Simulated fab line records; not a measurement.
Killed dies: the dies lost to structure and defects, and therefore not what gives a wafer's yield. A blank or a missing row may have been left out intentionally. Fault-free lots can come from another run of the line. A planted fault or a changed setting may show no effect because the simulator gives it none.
Chamber matching / flow n5Finfet / rieDiel-06 running N5_BEOL_M5_ETCH_68: 4 sister chambers
The step etches SOC in N2/H2, target depth 80 nm, overetch 16 nm, time 120 s. 20 wafers are shown with their chamber, then 10 later ones without.

WAFERS WITH THEIR CHAMBER
wafer=L074.1; chamber=3; drypumpMotorCurrentA (A)=5.8; oesProductAu (a.u.)=0.61; showerheadPlenumPTorr (Torr)=2.46
wafer=L074.4; chamber=1; drypumpMotorCurrentA (A)=5.2; oesProductAu (a.u.)=0.62; showerheadPlenumPTorr (Torr)=2.46
wafer=L074.6; chamber=3; drypumpMotorCurrentA (A)=5.8; oesProductAu (a.u.)=0.61; showerheadPlenumPTorr (Torr)=2.46
wafer=L078.1; chamber=1; drypumpMotorCurrentA (A)=5.3; oesProductAu (a.u.)=0.61; showerheadPlenumPTorr (Torr)=2.46
wafer=L078.4; chamber=0; drypumpMotorCurrentA (A)=6.2; oesProductAu (a.u.)=0.53; showerheadPlenumPTorr (Torr)=2.52
wafer=L078.6; chamber=3; drypumpMotorCurrentA (A)=5.9; oesProductAu (a.u.)=0.60; showerheadPlenumPTorr (Torr)=2.45
wafer=L080.2; chamber=1; drypumpMotorCurrentA (A)=5.2; oesProductAu (a.u.)=0.61; showerheadPlenumPTorr (Torr)=2.46
wafer=L080.3; chamber=3; drypumpMotorCurrentA (A)=5.8; oesProductAu (a.u.)=0.60; showerheadPlenumPTorr (Torr)=2.45
wafer=L080.6; chamber=0; drypumpMotorCurrentA (A)=6.2; oesProductAu (a.u.)=0.53; showerheadPlenumPTorr (Torr)=2.52
wafer=L082.1; chamber=3; drypumpMotorCurrentA (A)=5.8; oesProductAu (a.u.)=0.59; showerheadPlenumPTorr (Torr)=2.45
wafer=L082.5; chamber=3; drypumpMotorCurrentA (A)=5.8; oesProductAu (a.u.)=0.61; showerheadPlenumPTorr (Torr)=2.45
wafer=L082.6; chamber=0; drypumpMotorCurrentA (A)=6.2; oesProductAu (a.u.)=0.53; showerheadPlenumPTorr (Torr)=2.51
wafer=L084.2; chamber=0; drypumpMotorCurrentA (A)=6.2; oesProductAu (a.u.)=0.53; showerheadPlenumPTorr (Torr)=2.51
wafer=L084.3; chamber=3; drypumpMotorCurrentA (A)=5.9; oesProductAu (a.u.)=0.60; showerheadPlenumPTorr (Torr)=2.45
wafer=L084.5; chamber=3; drypumpMotorCurrentA (A)=5.8; oesProductAu (a.u.)=0.60; showerheadPlenumPTorr (Torr)=2.45
wafer=L085.3; chamber=1; drypumpMotorCurrentA (A)=5.3; oesProductAu (a.u.)=0.59; showerheadPlenumPTorr (Torr)=2.45
wafer=L085.4; chamber=3; drypumpMotorCurrentA (A)=5.8; oesProductAu (a.u.)=0.59; showerheadPlenumPTorr (Torr)=2.45
wafer=L085.5; chamber=2; drypumpMotorCurrentA (A)=6.6; oesProductAu (a.u.)=0.77; showerheadPlenumPTorr (Torr)=2.49
wafer=L088.1; chamber=1; drypumpMotorCurrentA (A)=5.2; oesProductAu (a.u.)=0.60; showerheadPlenumPTorr (Torr)=2.45
wafer=L088.4; chamber=2; drypumpMotorCurrentA (A)=6.6; oesProductAu (a.u.)=0.74; showerheadPlenumPTorr (Torr)=2.49

SIGNATURES (means of the wafers above)
reading=drypumpMotorCurrentA; chamber 0=6.200; chamber 1=5.240; chamber 2=6.600; chamber 3=5.822; scatter within a chamber=0.0415
reading=oesProductAu; chamber 0=0.5300; chamber 1=0.6060; chamber 2=0.7550; chamber 3=0.6011; scatter within a chamber=0.00955
reading=showerheadPlenumPTorr; chamber 0=2.5150; chamber 1=2.4560; chamber 2=2.4900; chamber 3=2.4522; scatter within a chamber=0.00484
Rule: a wafer lies at a distance from a chamber equal to the root of the sum of squares, over the readings, of (its reading less the chamber's mean, divided by the reading's scatter). If the next closest chamber is less than 2 further off than the closest, the wafer can't be placed; otherwise it belongs to the closest. The scatter: take each reading less its chamber's mean, square it, sum over the shown wafers, divide by the number of wafers less the number of chambers, and take the root.

WAFERS WHOSE CHAMBER IS MISSING
wafer=L088.6; drypumpMotorCurrentA (A)=6.6; oesProductAu (a.u.)=0.73; showerheadPlenumPTorr (Torr)=2.49
wafer=L091.2; drypumpMotorCurrentA (A)=5.3; oesProductAu (a.u.)=0.59; showerheadPlenumPTorr (Torr)=2.45
wafer=L091.3; drypumpMotorCurrentA (A)=6.6; oesProductAu (a.u.)=0.73; showerheadPlenumPTorr (Torr)=2.49
wafer=L091.4; drypumpMotorCurrentA (A)=6.2; oesProductAu (a.u.)=0.73; showerheadPlenumPTorr (Torr)=2.51
wafer=L092.2; drypumpMotorCurrentA (A)=6.6; oesProductAu (a.u.)=0.72; showerheadPlenumPTorr (Torr)=2.49
wafer=L092.4; drypumpMotorCurrentA (A)=6.3; oesProductAu (a.u.)=0.73; showerheadPlenumPTorr (Torr)=2.51
wafer=L092.5; drypumpMotorCurrentA (A)=6.6; oesProductAu (a.u.)=0.73; showerheadPlenumPTorr (Torr)=2.49
wafer=L095.1; drypumpMotorCurrentA (A)=5.2; oesProductAu (a.u.)=0.59; showerheadPlenumPTorr (Torr)=2.44
wafer=L095.3; drypumpMotorCurrentA (A)=6.6; oesProductAu (a.u.)=0.70; showerheadPlenumPTorr (Torr)=2.48
wafer=L095.6; drypumpMotorCurrentA (A)=5.2; oesProductAu (a.u.)=0.58; showerheadPlenumPTorr (Torr)=2.44

CHAMBER TAKEN BY EACH
wafer=L088.6; from the rows above=2; in truth=2
wafer=L091.2; from the rows above=1; in truth=1
wafer=L091.3; from the rows above=2; in truth=2
wafer=L091.4; from the rows above=2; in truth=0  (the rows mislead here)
wafer=L092.2; from the rows above=2; in truth=2
wafer=L092.4; from the rows above=2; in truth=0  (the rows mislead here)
wafer=L092.5; from the rows above=2; in truth=2
wafer=L095.1; from the rows above=1; in truth=1
wafer=L095.3; from the rows above=2; in truth=2
wafer=L095.6; from the rows above=1; in truth=1
8 of 10 placed correctly. Can't be placed from these rows: 0. 2 placed wrongly.
